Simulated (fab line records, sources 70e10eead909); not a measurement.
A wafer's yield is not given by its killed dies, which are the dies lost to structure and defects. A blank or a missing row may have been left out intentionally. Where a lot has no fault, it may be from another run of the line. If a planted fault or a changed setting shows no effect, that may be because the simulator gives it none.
Matching of chambers	flow nand-harc	NHARC_A_CHANNEL_HOLE_D1_DESCUM_15 on rie-diel-06: 4 sister chambers
The step chemistry O2, time 3 s. 8 wafers are shown with their chamber, then 9 later ones without.

## WAFERS PAIRED WITH THEIR CHAMBERS
wafer	chamber	drypump-motor-current-A (A)	rf-vpp-V (V)
L079.1	2	5.8	57.9
L081.1	1	5.2	57.7
L081.4	2	5.8	58.0
L083.1	3	5.9	58.4
L083.5	0	5.0	55.4
L089.1	0	4.9	57.4
L089.2	1	5.2	56.8
L089.5	3	5.9	58.1

## WAFERS WITH NO CHAMBER GIVEN
wafer	drypump-motor-current-A (A)	rf-vpp-V (V)
L094.1	5.9	59.4
L094.3	5.2	58.9
L094.4	5.2	57.8
L096.2	5.9	58.0
L096.4	6.0	58.1
L096.6	5.0	57.8
L097.1	5.9	57.8
L097.3	5.2	56.2
L097.5	5.2	57.8

## CHAMBER TAKEN BY EACH
wafer	from the rows above	in truth
L094.1	can't be placed: 3 or 2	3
L094.3	1	1
L094.4	1	1
L096.2	3	3
L096.4	3	3
L096.6	0	0
L097.1	3	3
L097.3	1	1
L097.5	1	1
8 of 9 placed correctly. From these rows, 1 cannot be placed; in 1 the true chamber is one of the candidates. 0 placed wrongly.
How it was worked out, from the rows above alone: a wafer's distance from a chamber is the root of the sum, over the readings, of the square of ((its reading less the chamber's mean) divided by the reading's scatter). The wafer belongs to the nearest chamber; if the next one is less than 2 further off, it can't be placed. Each chamber's mean is taken over the wafers shown for it. The scatter: take each reading less its chamber's mean, square it, sum over the shown wafers, divide by the number of wafers less the number of chambers, and take the root.
